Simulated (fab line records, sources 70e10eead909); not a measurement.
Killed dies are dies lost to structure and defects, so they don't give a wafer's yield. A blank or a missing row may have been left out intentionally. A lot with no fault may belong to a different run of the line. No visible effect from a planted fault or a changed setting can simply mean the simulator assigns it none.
Comparing a struck lot with a sound one | flow nandHarc | 42 steps out of a route of 1302
Sound: wafers L993.1, L993.3, L993.5. Wafers struck: L105.1, L105.3, L105.5. The cause comes at the end.
For every step that has rows: the tool of each side, followed by ch and its chambers, followed by its first start. Under that, the readings that differ: sound wafers | struck wafers | difference of the means | sigmas: that difference in standard deviations of wafers without a fault.
alike: words and numbers the same on both sides, and readings whose means are apart by under 2 such deviations; not compared: readings that were withheld, readings missing a value for some wafer, numbers with overlapping values and no deviation given by the record, and bounds like >300 which may hide the same value.
The two part at a step that has a row with sigmas, a row that says differs or no value, or rows on one side only. Numbers that don't overlap but have no deviation are shown without sigmas and don't part them. A reading that every wafer of one side lacks parts them only if that side has two wafers or more.

NHARC_A_CONTACT_ETCH_48: etches the open film in CF4, target depth 39 nm, time 65 s.
  sound on rieDiel-04 ch 0,2,3, day 22 03:47; struck on rieDiel-13 ch 1,3, day 27 05:56
  alike: drypumpMotorCurrentA, oesProductAu, rfVppV, showerheadPlenumPTorr, throttleValvePct
  not compared: rfHoursCounterH
then, 1 step without rows for these wafers: NHARC_A_CONTACT_ETCH_49 (etches the open film in N2/H2, target depth 260 nm, time 475.3 s).
NHARC_A_CONTACT_ETCH_50: etches the open film in CF4/CHF3, target depth 121 nm, time 60.5 s.
  sound: rieDiel-04 ch 0,2,3; struck: rieDiel-13 ch 1,3
  alike: drypumpMotorCurrentA, oesProductAu, rfVppV, showerheadPlenumPTorr, throttleValvePct
  not compared: rfHoursCounterH
NHARC_A_CONTACT_ETCH_51: etches the open film in O2/COS, target depth 7000 nm, time 1820 s.
  sound: rieDiel-04 ch 0,1,2; struck: rieDiel-13 ch 0,2,3
reading                      | sound          | struck         | difference | sigmas
showerheadPlenumPTorr (Torr) | 3.35 3.27 3.21 | 3.10 2.99 2.90 | -0.28      | -2
  alike: drypumpMotorCurrentA, oesProductAu, rfVppV, throttleValvePct
  not compared: rfHoursCounterH
then, 4 steps without rows for these wafers: NHARC_A_CONTACT_ETCH_111 (etches the open film in C4F8/O2/Ar, time 140 s, target depth 700 nm); NHARC_A_CONTACT_ETCH_112 (etches the open film in C4F8/O2/Ar, time 190 s, target depth 1850 nm); NHARC_A_CONTACT_ETCH_113 (etches the open film in C4F8/O2/Ar, time 190 s, target depth 1850 nm); NHARC_A_CONTACT_ETCH_114 (etches the open film in C4F8/O2/Ar, time 190 s, target depth 1850 nm).
NHARC_A_CONTACT_ETCH_115: etches the open film in C4F8/O2/Ar, time 190 s, target depth 1850 nm.
  sound on harCapEtch-02 ch 0,1, day 22 06:14; struck on harCapEtch-02 ch 0,1, day 27 08:32
  alike: oesAirLineAu
  not compared: rfHoursCounterH
then, 3 steps without rows for these wafers: NHARC_A_CONTACT_ETCH_116 (etches the open film in C4F8/O2/Ar, time 190 s, target depth 1850 nm); NHARC_A_CONTACT_ETCH_117 (etches the open film in C4F8/O2/Ar, time 190 s, target depth 1850 nm); NHARC_A_CONTACT_ETCH_118 (etches the open film in C4F8/O2/Ar, time 190 s, target depth 1850 nm).
NHARC_A_CONTACT_ETCH_119: etches the open film in C4F8/O2/Ar, time 190 s, target depth 1850 nm.
  sound on harCapEtch-02 ch 0,1, day 22 06:55; struck on harCapEtch-02 ch 0,1, day 27 09:13
  alike: oesAirLineAu
  not compared: rfHoursCounterH
then, 6 steps without rows for these wafers: NHARC_A_CONTACT_ETCH_120 (etches the open film in C4F8/O2/Ar, time 190 s, target depth 1850 nm); NHARC_A_CONTACT_ETCH_121 (etches the open film in C4F8/O2/Ar, time 190 s, target depth 1850 nm); NHARC_A_CONTACT_ETCH_122 (etches the open film in C4F8/O2/Ar, time 190 s, target depth 1850 nm); NHARC_A_CONTACT_ETCH_123 (etches the open film in C4F8/O2/Ar, time 490 s, target depth 2110 nm); NHARC_A_CONTACT_ETCH_90 (etches the open film in CH3F/O2, target depth 40 nm, time 85.7 s); NHARC_A_CONTACT_ETCH_96 (etches the open film in C4F6/O2, target depth 20 nm, time 10 s).
NHARC_A_CONTACT_CD_MEAS_53:
  struck on cdSem-01, day 27 11:13; sound on cdSem-03, day 22 08:48
  alike: cdNm
then, 7 steps without rows for these wafers: NHARC_A_CONTACT_STRIP_99 (strips in N2/H2); NHARC_A_CONTACT_STRIP_100 (strips in CF4/CHF3); NHARC_A_CONTACT_STRIP_101 (strips in O2/COS); NHARC_A_CONTACT_ETCH_102 (etches the open film in CF4/O2, target depth 100 nm, overetch 10 nm, time 55 s); NHARC_A_CONTACT_STRIP_55 (strips in O2); NHARC_A_CONTACT_STRIP_56 (strips in post etch residue remover, time 600 s); NHARC_A_CONTACT_DEP_57 (deposits aC, target thk 5300 nm).
NHARC_A_CONTACT_DEP_58: deposits SiON, target thk 90 nm.
  sound on pecvd-01 ch 0,1,2, day 22 13:01; struck on pecvd-01 ch 0,1, day 27 18:10
  alike: heaterPowerW
then, 10 steps without rows for these wafers: NHARC_A_CONTACT_DEHYDRATE_59 (time 120 s); NHARC_A_CONTACT_HMDS_60 (time 30 s); NHARC_A_CONTACT_COAT_61 (time 75 s); NHARC_A_CONTACT_COAT_62 (time 65 s); NHARC_A_CONTACT_COAT_63 (resist thk 90 nm); NHARC_A_CONTACT_SOFTBAKE_64 (time 55 s); NHARC_A_CONTACT_EBR_65; NHARC_A_CONTACT_EXPOSE_66 (exposes mask A CC 2); NHARC_A_CONTACT_PEB_67 (peb time 65 s); NHARC_A_CONTACT_DEVELOP_68 (develop time 35 s).
NHARC_A_CONTACT_CD_MEAS_69: the cd target is 300 nm.
  sound on cdSem-03 ch 0, day 22 13:44; struck on cdSem-02 ch 0, day 27 18:45
  alike: cdNm
NHARC_A_CONTACT_OVL_MEAS_70:
  struck on overlay-01, day 27 18:50; sound on overlay-01, day 22 13:49
  alike: overlayXNm, overlayYNm
then, 1 step without rows for these wafers: NHARC_A_CONTACT_DESCUM_74 (chemistry O2, time 3 s).
-- jump in the record: it breaks off in module A_CONTACT and resumes in module END (first step shown: number 1302 of the route), and 2 days separate the struck wafers' starts before and after --
NHARC_END_SORT_01:
  here the record holds rows for the struck wafers (prober-01 ch 0, day 30 05:31) but none for the sound ones

## WHERE THEY PART
First at NHARC_A_CONTACT_ETCH_51; last, within this record, at NHARC_END_SORT_01.

WHY: whatever the simulator had introduced
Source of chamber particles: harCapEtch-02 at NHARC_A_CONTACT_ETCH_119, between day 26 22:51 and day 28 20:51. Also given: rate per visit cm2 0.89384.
